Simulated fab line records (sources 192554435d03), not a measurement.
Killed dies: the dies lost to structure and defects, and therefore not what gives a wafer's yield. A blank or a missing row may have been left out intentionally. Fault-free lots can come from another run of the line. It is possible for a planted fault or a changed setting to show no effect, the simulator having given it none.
Code-filled problem report in 8D (eight disciplines) form ; flow n5-finfet ; the parts of the form that need people (team, actions taken, sign-off) are left out

## 1. PROBLEM STATEMENT
Mean of raw-defect-count at N5_STI_FIN_REVEAL_INSPECT_13: 345 across 3 wafers in 2 lots; on wafers with no fault it is 12 (standard deviation 6.3). That is +53 standard deviations from the usual mean.
The step: inspects for defects (darkfield).
Earliest sighting: wafer L875.2 on defect-inspect-01 at day 6 16:37. Wafers with a number at this step in the record: 26, from 9 lots. The rule behind "out" and "out of limits": a value lying over 4 standard deviations away from the usual mean. The other wafers with a number count as sound.

## 2. WHAT IT IS; WHAT IT IS NOT
question;is;is not
which readings at this step;raw-defect-count;-
which lots;L875, L876;L860, L861, L862, L864, L877, L878, L880
which wafers of those lots;L875.2, L875.6, L876.3;L875.4, L876.1, L876.6
read on which gauges;defect-inspect-01, defect-inspect-02;-
when;from day 6 16:37;"up to then (13 sound wafers); but 10 sound wafers of L876, L877, L878, L880 came after"

## 3. SUSPECTS, AND WHAT RULES EACH OUT
Counting: a tool at a process step up to the reading stays a suspect if it ran every lot that is out. Sound lots after the first of them don't rule it out here, since some wafers of a struck lot are sound.
- ruled out: the gauge at N5_STI_FIN_REVEAL_INSPECT_13. 2 gauges (defect-inspect-01, defect-inspect-02) read the wafers that are out.
- plasma-asher-02 at N5_STI_FIN_REVEAL_OXIDATION_33 (chemistry O2 PLASMA REMOTE, time 20 s): kept. Every lot that is out went through it, the first being L875 (day 6 16:20); the last sound lot it ran before that was L864 (day 3 20:08).
- Within plasma-asher-02 at N5_STI_FIN_REVEAL_OXIDATION_33, the wafers that are out were processed in chamber 0 and their sound lot-mates in chamber 1.
After counting, what remains is plasma-asher-02 at N5_STI_FIN_REVEAL_OXIDATION_33.

## 4. THE CAUSE (what the simulator had put in)
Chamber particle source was plasma-asher-02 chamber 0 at N5_STI_FIN_REVEAL_OXIDATION_33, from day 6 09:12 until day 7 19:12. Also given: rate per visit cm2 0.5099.
Only this tool survived the counting.

## 5. THE CHAIN OF EFFECTS, in route order
One row per reading whose mean, taken over the struck wafers that have a number, lies over 3 standard deviations from the usual. Scope: only readings with a usual standard deviation given in the record; hours: median across lots of the time from each lot's start at the first step in this table that gives one to its start at this step; sigmas: change in usual standard deviations.
hours;step;reading;usual;on struck wafers;change;sigmas
0;N5_STI_FIN_REVEAL_INSPECT_13;raw-defect-count;12;345;+333;+53
244;N5_PASSIVATION_PROBE_49;killed-at-front-end;37;102;+65;+5.9
244;N5_PASSIVATION_PROBE_49;killed-on-rim;13;27;+14;+3.9
244;N5_PASSIVATION_PROBE_49;sort_bin_5_function;5.1 %;8.7;+3.6;+3.3
It contains these process steps:
- N5_PASSIVATION_PROBE_49
Later steps that measure or inspect, where all struck wafers having a row at the step show a number for every such reading and not one has moved that far: N5_BEOL_M4_RC_MEAS_101.

## 6. HOW IT WOULD HAVE BEEN CAUGHT EARLIER
The first out-of-limits reading at a measuring or inspecting step in this record came at day 6 16:37, 7 hours after the fault's start at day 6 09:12.
No tool reading at N5_STI_FIN_REVEAL_OXIDATION_33 that has a usual standard deviation in the record was out on any struck wafer, so an alarm limit of 4 standard deviations on those readings would not have fired.
Among the 2 lots that are out, L876 began N5_STI_FIN_REVEAL_OXIDATION_33 on plasma-asher-02 after day 6 16:37. Holding the tool at that time would have saved it.
